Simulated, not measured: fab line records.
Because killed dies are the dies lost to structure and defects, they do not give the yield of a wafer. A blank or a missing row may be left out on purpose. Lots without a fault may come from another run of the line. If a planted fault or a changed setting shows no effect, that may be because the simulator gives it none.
A struck lot beside a sound one :: flow nand_harc :: 15 out of 1159 route steps
Sound: the wafers L110.1, L110.4, L110.6. Struck: wafer L119.2. (L119.1, L119.6 of the same lot were not struck and are left out.) The cause comes at the end.
At each step with rows: each side's tool, then ch and its chambers, then its first start. Under that, the readings that differ: sound wafers :: struck wafers :: difference of the means :: sigmas: that difference in standard deviations of wafers without a fault.
alike: a reading whose means differ by less than 2 such deviations, as well as words and numbers matching on both sides. not compared: withheld readings; readings where some wafer has no value; bounds like >300 that might hide an equal value; numbers whose values overlap and for which the record gives no deviation.
A row with sigmas, a row that says differs or no value, or rows on one side alone: a step with any of these is where the two part. Numbers that have no deviation but don't overlap get no sigmas and don't part them. A reading missing from all wafers of one side parts the sides only when that side holds two or more wafers.

first, 8 steps without rows for these wafers: NHARC_A_CHANNEL_HOLE_D1_COAT_36 (time 75 s); NHARC_A_CHANNEL_HOLE_D1_COAT_37 (time 65 s); NHARC_A_CHANNEL_HOLE_D1_COAT_04 (resist thk 90 nm); NHARC_A_CHANNEL_HOLE_D1_SOFTBAKE_05 (time 55 s); NHARC_A_CHANNEL_HOLE_D1_EBR_06; NHARC_A_CHANNEL_HOLE_D1_EXPOSE_07 (exposes mask HOLE D1, target cd 100 nm); NHARC_A_CHANNEL_HOLE_D1_PEB_08 (peb time 65 s); NHARC_A_CHANNEL_HOLE_D1_DEVELOP_09 (develop time 35 s).
NHARC_A_CHANNEL_HOLE_D1_CD_MEAS_10: the cd target is 100 nm.
  sound on cd_sem-03 ch 0, day 9 11:03; struck on cd_sem-01 ch 0, day 11 19:02
  alike: cd_nm
NHARC_A_CHANNEL_HOLE_D1_OVL_MEAS_11:
  sound on overlay-02, day 9 11:08; struck on overlay-01, day 11 19:08
  alike: overlay_x_nm, overlay_y_nm
NHARC_A_CHANNEL_HOLE_D1_INSPECT_12:
  sound on defect_inspect-01, day 9 11:10; struck on defect_inspect-01, day 11 19:10
reading: raw_defect_count
sound: 3 6 6
struck: 12
difference: +7
sigmas: +3
NHARC_A_CHANNEL_HOLE_D1_DESCUM_15: chemistry O2, time 3 s.
  sound on rie_diel-10 ch 0,2, day 9 11:14; struck on rie_diel-11 ch 1, day 11 19:14
  alike: drypump_motor_current_A, oes_product_au, rf_vpp_V, showerhead_plenum_p_Torr, throttle_valve_pct
  not compared: rf_hours_counter_h
NHARC_A_CHANNEL_HOLE_D1_ETCH_38: etches the open film in CF4, target depth 39 nm, time 65 s.
  sound on rie_diel-10 ch 0,2,3, day 9 11:20; struck on rie_diel-11 ch 0, day 11 19:20
reading: oes_product_au (a.u.)
sound: 1.003 1.009 0.999
struck: 0.775
difference: -0.229
sigmas: -25
  alike: drypump_motor_current_A, rf_vpp_V, showerhead_plenum_p_Torr, throttle_valve_pct
  not compared: rf_hours_counter_h
NHARC_A_CHANNEL_HOLE_D1_ETCH_39: etches the open film in N2/H2, target depth 260 nm, time 325 s.
  sound: rie_diel-10 ch 2,3; struck: rie_diel-11 ch 0
  alike: drypump_motor_current_A, oes_product_au, rf_vpp_V, showerhead_plenum_p_Torr, throttle_valve_pct
  not compared: rf_hours_counter_h
-- the record jumps here: 11 days lie between the struck wafers' starts before and after (it left off in module A_CHANNEL_HOLE_D1 and takes up again in module END, whose first step shown is number 1159 of the route) --
NHARC_END_SORT_01:
  only the struck wafers appear in the record here, on prober-01 ch 0 at day 23 07:13; the sound ones have no rows

== WHERE THEY PART ==
At NHARC_A_CHANNEL_HOLE_D1_INSPECT_12 first; at NHARC_END_SORT_01 last (within this record only).

WHY: what had been put in by the simulator
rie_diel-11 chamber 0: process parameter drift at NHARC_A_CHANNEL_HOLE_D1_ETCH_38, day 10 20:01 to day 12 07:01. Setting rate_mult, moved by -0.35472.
